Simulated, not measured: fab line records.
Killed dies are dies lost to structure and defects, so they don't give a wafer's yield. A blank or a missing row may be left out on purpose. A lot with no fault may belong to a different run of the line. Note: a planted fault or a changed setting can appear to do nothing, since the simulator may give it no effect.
Split-lot study ; flow n5Finfet ; route with 1938 steps; 7 lots, 21 wafers read

== SPLIT DETAILS ==
At N5_BEOL_M10_PECVD_70 (deposits SiO2 from TEOS/O2, target thk 20 nm, time 22.7 s), the setting tempC was moved away from the recipe's 400 C on 7 of the 21 wafers read, by -4.0% to +4.0%. The other wafers ran this setting at the recipe's value.

Reading taken at the split's own step.

== THE READING ==
SiO2_of_BEOL_M10_PECVD_70.thkNm (the simulator's own value, which no gauge read), in nm, at N5_BEOL_M10_PECVD_70 (deposits SiO2 from TEOS/O2, target thk 20 nm, time 22.7 s). The file does not state a usual value for it. Here, 14 wafers ran the recipe; their average is 19.9 nm with a standard deviation of 0.31 nm.

wafer;tool, chamber at the split;tempC as run, C;against the recipe;SiO2_of_BEOL_M10_PECVD_70.thkNm, nm;against lot-mates on the recipe
L075.3;pecvd-01, 1;388.7;-2.8%;22;+1.8
L075.4;pecvd-01, 0;400;recipe;20.2;-
L075.5;pecvd-01, 0;400;recipe;20.2;-
L080.2;pecvd-01, 2;400;recipe;19.6;-
L080.4;pecvd-01, 0;392.2;-2.0%;21;+1.3
L080.5;pecvd-01, 2;400;recipe;19.8;-
L082.1;pecvd-03, 2;400;recipe;19.2;-
L082.3;pecvd-03, 1;400;recipe;19.6;-
L082.4;pecvd-03, 2;383.8;-4.0%;21.8;+2.4
L086.4;pecvd-02, 2;400;recipe;19.8;-
L086.5;pecvd-02, 1;406.6;+1.6%;18.8;-1.1
L086.6;pecvd-02, 0;400;recipe;20;-
L096.3;pecvd-02, 1;395.1;-1.2%;20.2;+0.2
L096.4;pecvd-02, 0;400;recipe;20;-
L096.5;pecvd-02, 2;395.1;-1.2%;20.8;+0.8
L092.2;pecvd-02, 0;400;recipe;19.6;-
L092.4;pecvd-02, 2;400;recipe;20.2;-
L092.5;pecvd-02, 0;400;recipe;20;-
L097.1;pecvd-02, 0;400;recipe;20;-
L097.3;pecvd-02, 1;415.9;+4.0%;18;-2.2
L097.5;pecvd-02, 2;400;recipe;20.4;-

FIT RESULTS
A straight line over all 21 wafers: SiO2_of_BEOL_M10_PECVD_70.thkNm changes by -0.534 nm for each +1% of tempC; r = -0.93; the points scatter about the line by 0.33 nm.
The same after taking each lot's own level away (the mean of its wafers on the recipe; 21 wafers): -0.587 nm for each +1%; r = -0.98; scatter 0.2 nm.
The reading moves by 2.4 nm for the largest change in tempC, on that fit.
Across the lots, their own levels run from 19.40 to 20.20 nm, a range of 2.6 times the standard deviation given above.
Consequently the slope shifts little with the lot-to-lot level, the two slopes agreeing.
Check: for one of the wafers moved furthest among these (-4.0%), held out of the fit, the line's prediction against its lot-mates is +2.35 nm. It came out at +2.4 nm against them.

== ADDITIONAL SPLITS CARRIED BY THESE WAFERS ==
These wafers also went through other splits before the reading. Each is held against what the fit with the lots' levels taken away leaves over:
other split on the same wafers;wafers away from the commonest value;r with SiO2_of_BEOL_M10_PECVD_70.thkNm (lot level and that fit taken away)
N5_BEOL_M8_TRENCH_ETCH_37 timeS;12;-0.08
N5_BEOL_M9_CMP_52 downForcePsi;7;-0.27

== THE FILE'S OWN FIT ==
SiO2_of_BEOL_M10_PECVD_70.thkNm changes by -0.591 nm for each +1% of tempC, r = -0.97.
